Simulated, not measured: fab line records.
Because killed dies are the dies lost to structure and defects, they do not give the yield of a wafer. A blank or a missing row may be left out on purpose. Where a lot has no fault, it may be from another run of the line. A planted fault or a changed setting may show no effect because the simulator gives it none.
Chamber matching    flow n5_finfet    N5_BEOL_M11_CMP_52 on cmp-03: 4 sister chambers
The step polishes, stops on SiCOH lowk, t overpolish 7 s, target thk 140 nm. 8 wafers are shown with their chamber, then 8 later ones without.

## WAFERS, EACH WITH ITS CHAMBER
wafer   chamber  motor_current_A (A)  overpolish_run_s (s)
L089.4  1        5.6                  6.991
L089.5  1        5.9                  7.008
L087.2  2        6.1                  7.003
L087.4  0        5.1                  6.991
L093.1  2        6.0                  6.997
L093.3  3        7.0                  6.993
L093.6  0        5.3                  6.992
L091.1  3        7.0                  6.996

## WAFERS MISSING THEIR CHAMBER
wafer   motor_current_A (A)  overpolish_run_s (s)
L091.3  5.4                  6.988
L091.6  6.1                  6.997
L094.1  5.7                  7.009
L094.2  6.0                  6.990
L094.3  6.1                  6.992
L095.2  5.6                  7.012
L095.3  7.1                  6.997
L095.6  7.1                  6.991

## WHICH CHAMBER EACH ONE RAN IN
wafer    from the rows above       in truth
L091.3   can't be placed: 0 or 1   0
L091.6   2                         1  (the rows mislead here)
L094.1   can't be placed: 1 or 2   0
L094.2   can't be placed: 2 or 1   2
L094.3   can't be placed: 2 or 1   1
L095.2   can't be placed: 1 or 2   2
L095.3   3                         3
L095.6   3                         3
Correctly placed: 2 of 8. From these rows, 5 cannot be placed; in 4 the true chamber is one of the candidates. Wrongly placed: 1.
How it was worked out, from the rows above alone: a wafer's distance from a chamber is the root of the sum, over the readings, of the square of ((its reading less the chamber's mean) divided by the reading's scatter). The wafer belongs to the nearest chamber; if the next one is less than 2 further off, it can't be placed. For every chamber, the mean is computed from those of its wafers that are shown. The scatter: the root of (the sum of the squares of (reading less its chamber's mean) over the shown wafers, divided by (wafers less chambers)).
